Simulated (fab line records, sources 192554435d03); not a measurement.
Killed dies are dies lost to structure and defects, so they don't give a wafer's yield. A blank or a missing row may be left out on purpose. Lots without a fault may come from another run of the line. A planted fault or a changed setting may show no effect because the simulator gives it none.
A struck lot beside a sound one | flow n5_finfet | 42 steps out of a route of 1938
Sound: wafers L319.2, L319.4, L319.6. Struck: wafer L325.4. (L325.1 of the same lot was not struck and is left out.) The cause comes at the end.
At each step with rows: each side's tool, then ch and its chambers, then its first start. Under that, the readings that differ: sound wafers | struck wafers | difference of the means | sigmas: that difference in standard deviations of wafers without a fault.
alike: readings whose means differ by less than 2 such deviations, and words and numbers that are the same on both sides. not compared: withheld readings, readings that some wafer has no value for, bounds like >300 that may hide the same value, and numbers for which the record gives no deviation and whose values overlap.
The two part at a step that has a row with sigmas, a row that says differs or no value, or rows on one side only. Numbers that don't overlap but have no deviation are shown without sigmas and don't part them. A reading that every wafer of one side lacks parts them only if that side has two wafers or more.

first, 11 steps without rows for these wafers: N5_GATE_CUT_ETCHBACK_00 (etches W in SF6/Cl2); N5_GATE_CUT_ETCH_56 (etches TiN in Cl2/Ar, target depth 21.6 nm); N5_GATE_CUT_ETCHBACK_30 (etches TiN in Cl2/Ar, target depth 3 nm); N5_GATE_CUT_VAPOR_ETCH_60 (etches HfO2 in BCl3/Cl2); N5_GATE_CUT_ETCH_58 (etches SiNx in CH3F/O2, target depth 17 nm, time 128.6 s); N5_GATE_CUT_STRIP_59 (strips in N2/H2, time 20 s); N5_GATE_CUT_PRECLEAN_31 (cleans in DIW, time 300 s); N5_GATE_CUT_SRD_32 (time 30 s); N5_GATE_CUT_SAC_CAP_01 (material SiNx, target thk 24 nm, pulse time 1 s, ald cycles 480); N5_GATE_CUT_PECVD_57 (deposits SiNx from SiH4/NH3/N2, target thk 21 nm); N5_GATE_CUT_CMP_02 (polishes, stops on SiO2, t overpolish 12.7 s, target thk 0 nm).
N5_GATE_CUT_HM_DEP_46: deposits SiO2 from TEOS/O2, target thk 130 nm, time 26.6 s.
  sound on pecvd-03 ch 0,1,2, day 4 16:40; struck on pecvd-03 ch 2, day 6 05:32
  reading                                      | sound           | struck | difference | sigmas
  model.SiO2_of_GATE_CUT_HM_DEP_46.thk_nm (nm) | 124.6 129.4 131 | 216.2  | +87.9      |
  alike: heater_power_w, rf_fwd_power_W, showerhead_plenum_p_Torr, susceptor_temp_C, throttle_valve_pct
then, 15 steps without rows for these wafers: N5_GATE_CUT_COAT_34 (time 60 s, resist thk 60 nm); N5_GATE_CUT_COAT_35 (time 60 s, resist thk 10 nm); N5_GATE_CUT_COAT_27 (time 60 s, resist thk 10 nm); N5_GATE_CUT_COAT_07 (resist thk 30 nm); N5_GATE_CUT_EBR_09; N5_GATE_CUT_SOFTBAKE_08 (time 60 s); N5_GATE_CUT_EXPOSE_10 (exposes mask GATE CUT, target cd 20 nm); N5_GATE_CUT_PEB_11 (peb time 60 s); N5_GATE_CUT_DEVELOP_12 (develop time 30 s); N5_GATE_CUT_DESCUM_18 (chemistry O2, time 7 s); N5_GATE_CUT_ETCH_28 (etches underlayer in N2/H2, target depth 13 nm, time 10.4 s); N5_GATE_CUT_ETCH_36 (etches SiARC in CF4, target depth 13 nm, time 21.7 s); N5_GATE_CUT_ETCH_37 (etches SOC in N2/H2, target depth 60 nm, overetch 12 nm, time 90 s); N5_GATE_CUT_STRIP_38 (strips in N2/H2); N5_GATE_CUT_STRIP_39 (strips in N2/H2).
N5_GATE_CUT_HM_OPEN_40: chemistry C4F6/O2, target SiO2, target depth 139 nm, time 85.1 s.
  sound on rie_diel-01 ch 1,2, day 4 17:19; struck on rie_diel-01 ch 2, day 6 06:13
  reading                                   | sound             | struck | difference | sigmas
  etch_rf_on_time_s (s)                     | 88 91 98          | 151    | +59        | +18
  model.etch.depth_nm (nm)                  | 124.7 129.4 130.9 | 216.2  | +87.9      |
  model.SOC_of_GATE_CUT_COAT_34.thk_nm (nm) | 34 32.8 32.2      | 15.4   | -17.6      |
  model.GATE_CUT.cd_nm (nm)                 | 20 20 20.2        | 22.2   | +2.1       |
  alike: chamber_pressure_mTorr, drypump_motor_current_A, oes_o_777_au, oes_product_au, rf_vpp_V, showerhead_plenum_p_Torr, throttle_valve_pct
  not compared: rf_fwd_power_W, rf_hours_counter_h
then, 6 steps without rows for these wafers: N5_GATE_CUT_STRIP_41 (strips in CF4); N5_GATE_CUT_STRIP_42 (strips in O2); N5_GATE_CUT_ETCH_19 (etches SiNx in CH3F/O2, target depth 53.7 nm, time 76.7 s); N5_GATE_CUT_CUT_ETCH_53 (etches W in SF6/Cl2, target depth 79.2 nm); N5_GATE_CUT_CUT_ETCH_54 (etches TiN in Cl2/BCl3, target depth 96.7 nm); N5_GATE_CUT_CUT_ETCH_55 (etches HfO2 in BCl3, target depth 3.2 nm).
N5_GATE_CUT_ETCH_47: etches SiO2 in Cl2/BCl3, target depth 10 nm.
  sound on rie_metal-03 ch 0,1, day 4 17:41; struck on rie_metal-01 ch 1, day 6 06:35
  reading                   | sound          | struck | difference | sigmas
  model.GATE_CUT.cd_nm (nm) | 20.4 20.4 20.8 | 21.8   | +1.3       |
  alike: chamber_pressure_mTorr, drypump_motor_current_A, oes_product_au, rf_fwd_power_W, throttle_valve_pct
  not compared: rf_hours_counter_h
then, 3 steps without rows for these wafers: N5_GATE_CUT_VAPOR_ETCH_48 (etches TiN in BCl3/Cl2); N5_GATE_CUT_VAPOR_ETCH_49 (etches TiAlC in BCl3/Cl2); N5_GATE_CUT_VAPOR_ETCH_51 (etches HfO2 in BCl3/Cl2).
N5_GATE_CUT_THK_MEAS_24:
  sound on film_metro-02, day 4 19:46; struck on film_metro-01, day 6 08:41
  reading          | sound             | struck | difference | sigmas
  GC_FILL_THK (nm) | 214.2 216.8 223.4 | 305.8  | +87.7      | +31
N5_GATE_CUT_CMP_43: polishes SiO2.
  sound on cmp-03 ch 0,1,2, day 4 19:48; struck on cmp-03 ch 1, day 6 08:53
  reading                                      | sound   | struck | difference | sigmas
  model.SiO2_of_GATE_CUT_HM_DEP_46.thk_nm (nm) | 4.8 5 5 | 9.2    | +4.3       |
  alike: edge_zone_pressure_frac, motor_current_A
-- the record jumps here: 3 days lie between the struck wafers' starts before and after (it left off in module GATE_CUT and takes up again in module BEOL_M4, whose first step shown is number 1111 of the route) --
N5_BEOL_M4_RC_MEAS_101:
  sound on prober-02 ch 0, day 8 09:44; struck on prober-02 ch 0, day 9 11:20
  alike: DIBL_N, DIBL_P, IOFF_N, IOFF_P, ION_N, ION_P, SS_N, SS_P, VT_N, VT_P
N5_PASSIVATION_PROBE_49:
  the record has rows for the sound wafers here (prober-01, day 12 22:58) and none for the struck ones

WHERE THEY PART
First at N5_GATE_CUT_HM_OPEN_40; last, within this record, at N5_PASSIVATION_PROBE_49.

WHY: what the simulator had put in
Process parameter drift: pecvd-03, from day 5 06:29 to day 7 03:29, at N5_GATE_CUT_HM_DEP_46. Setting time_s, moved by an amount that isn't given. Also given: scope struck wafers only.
